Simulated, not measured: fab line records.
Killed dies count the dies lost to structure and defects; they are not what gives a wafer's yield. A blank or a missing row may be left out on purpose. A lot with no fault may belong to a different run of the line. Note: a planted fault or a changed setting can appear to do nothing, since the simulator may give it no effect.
Comparing a struck lot with a sound one	flow nand_harc	40 out of 1302 route steps
Sound: the wafers L758.1, L758.3, L758.5. Struck: wafers L763.2, L763.3, L763.4. The cause is named last.
Order at every step that has rows: each side's tool, ch and its chambers, its first start. Under that, the readings that differ: sound wafers	struck wafers	difference of the means	sigmas: that difference in standard deviations of wafers without a fault.
alike: same words and numbers on both sides, and readings whose means sit less than 2 such deviations apart. not compared: any withheld reading, any reading some wafer has no value for, any bound like >300 that may hide the same value, and any number with overlapping values for which the record gives no deviation.
The two part at a step that has a row with sigmas, a row that says differs or no value, or rows on one side only. When numbers do not overlap yet have no deviation, they are printed without sigmas and do not part them. Lack of a reading on every wafer of one side parts them only where that side has two or more wafers.

first, 1 step without rows for these wafers: NHARC_A_STAIRCASE_HARDBAKE_269 (time 140 s).
NHARC_A_STAIRCASE_DESCUM_270: chemistry O2, time 3 s.
  sound on rie_diel-03 ch 0,2, day 20 16:45; struck on rie_diel-03 ch 0,1,3, day 22 17:12
  alike: drypump_motor_current_A, oes_product_au, rf_vpp_V, showerhead_plenum_p_Torr, throttle_valve_pct
  not compared: rf_hours_counter_h
then, 5 steps without rows for these wafers: NHARC_A_STAIRCASE_ETCH_271 (etches the open film in CF4/CHF3); NHARC_A_STAIRCASE_HM_OPEN_457 (chemistry O2/COS); NHARC_A_STAIRCASE_STRIP_458 (strips in O2/COS); NHARC_A_STAIRCASE_ETCH_451 (etches the open film in CF4/O2, target depth 30 nm, overetch 3 nm, time 16.5 s); NHARC_A_STAIRCASE_ETCH_273 (etches the open film in C4F8/O2/Ar, target depth 10200 nm, time 2468.6 s).
NHARC_A_STAIRCASE_STRIP_274: strips in O2.
  sound on rie_diel-03 ch 1,2; struck on rie_diel-03 ch 0,1,3
  alike: drypump_motor_current_A, oes_product_au, rf_vpp_V, showerhead_plenum_p_Torr, throttle_valve_pct
  not compared: rf_hours_counter_h
then, 3 steps without rows for these wafers: NHARC_A_STAIRCASE_STRIP_275 (strips in SPM, time 900 s); NHARC_A_STAIRCASE_PRECLEAN_276 (cleans in SC1); NHARC_A_STAIRCASE_SRD_277.
NHARC_A_STAIRCASE_HM_DEP_459: deposits aC, target thk 1500 nm.
  sound on acl_dep-01 ch 0, day 20 19:53; struck on acl_dep-03 ch 0, day 22 23:18
  alike: throttle_valve_pct
then, 10 steps without rows for these wafers: NHARC_A_STAIRCASE_DEP_280 (deposits SiON, target thk 30 nm); NHARC_A_STAIRCASE_DEHYDRATE_281 (time 120 s); NHARC_A_STAIRCASE_HMDS_282 (time 30 s); NHARC_A_STAIRCASE_COAT_283; NHARC_A_STAIRCASE_SOFTBAKE_284 (time 170 s); NHARC_A_STAIRCASE_EBR_285; NHARC_A_STAIRCASE_EXPOSE_286 (exposes mask CHOP 100); NHARC_A_STAIRCASE_PEB_287 (peb time 130 s); NHARC_A_STAIRCASE_DEVELOP_288 (time 140 s); NHARC_A_STAIRCASE_HARDBAKE_290 (time 140 s).
NHARC_A_STAIRCASE_DESCUM_291: chemistry O2, time 3 s.
  sound on rie_diel-03 ch 2,3, day 20 22:44; struck on rie_diel-03 ch 0,2,3, day 23 02:03
  alike: drypump_motor_current_A, oes_product_au, rf_vpp_V, showerhead_plenum_p_Torr, throttle_valve_pct
  not compared: rf_hours_counter_h
then, 1 step without rows for these wafers: NHARC_A_STAIRCASE_ETCH_292 (etches the open film in CF4/CHF3).
NHARC_A_STAIRCASE_HM_OPEN_460: chemistry O2/COS.
  sound on rie_diel-03 ch 0,3; struck on rie_diel-03 ch 0,1,2
  alike: drypump_motor_current_A, oes_product_au, rf_vpp_V, showerhead_plenum_p_Torr, throttle_valve_pct
  not compared: rf_hours_counter_h
then, 1 step without rows for these wafers: NHARC_A_STAIRCASE_STRIP_461 (strips in O2/COS).
NHARC_A_STAIRCASE_ETCH_452: etches the open film in CF4/O2, target depth 30 nm, overetch 3 nm, time 16.5 s.
  sound on rie_diel-03 ch 0,2,3; struck on rie_diel-03 ch 0,1,3
  alike: drypump_motor_current_A, oes_o_777_au, oes_product_au, rf_vpp_V, showerhead_plenum_p_Torr, throttle_valve_pct
  not compared: rf_hours_counter_h
then, 12 steps without rows for these wafers: NHARC_A_STAIRCASE_ETCH_294 (etches the open film in C4F8/O2/Ar, target depth 4989 nm, time 1211.6 s); NHARC_A_STAIRCASE_STRIP_295 (strips in O2); NHARC_A_STAIRCASE_STRIP_296 (strips in SPM, time 900 s); NHARC_A_STAIRCASE_PRECLEAN_297 (cleans in SC1); NHARC_A_STAIRCASE_SRD_298; NHARC_A_STAIRCASE_HM_DEP_462 (deposits aC, target thk 800 nm); NHARC_A_STAIRCASE_DEP_301 (deposits SiON, target thk 30 nm); NHARC_A_STAIRCASE_DEHYDRATE_302 (time 120 s); NHARC_A_STAIRCASE_HMDS_303 (time 30 s); NHARC_A_STAIRCASE_COAT_304; NHARC_A_STAIRCASE_SOFTBAKE_305 (time 170 s); NHARC_A_STAIRCASE_EBR_306.
-- record jumps: 8 days between struck wafers' starts before vs after; left off in module A_STAIRCASE, resumes in module END, first step shown is number 1302 of the route --
NHARC_END_SORT_01:
  the record has rows for the struck wafers here (prober-02 ch 0, day 30 17:26) and none for the sound ones

== WHERE THEY PART ==
Within this record, at NHARC_END_SORT_01 only.

WHY: whatever the simulator had introduced
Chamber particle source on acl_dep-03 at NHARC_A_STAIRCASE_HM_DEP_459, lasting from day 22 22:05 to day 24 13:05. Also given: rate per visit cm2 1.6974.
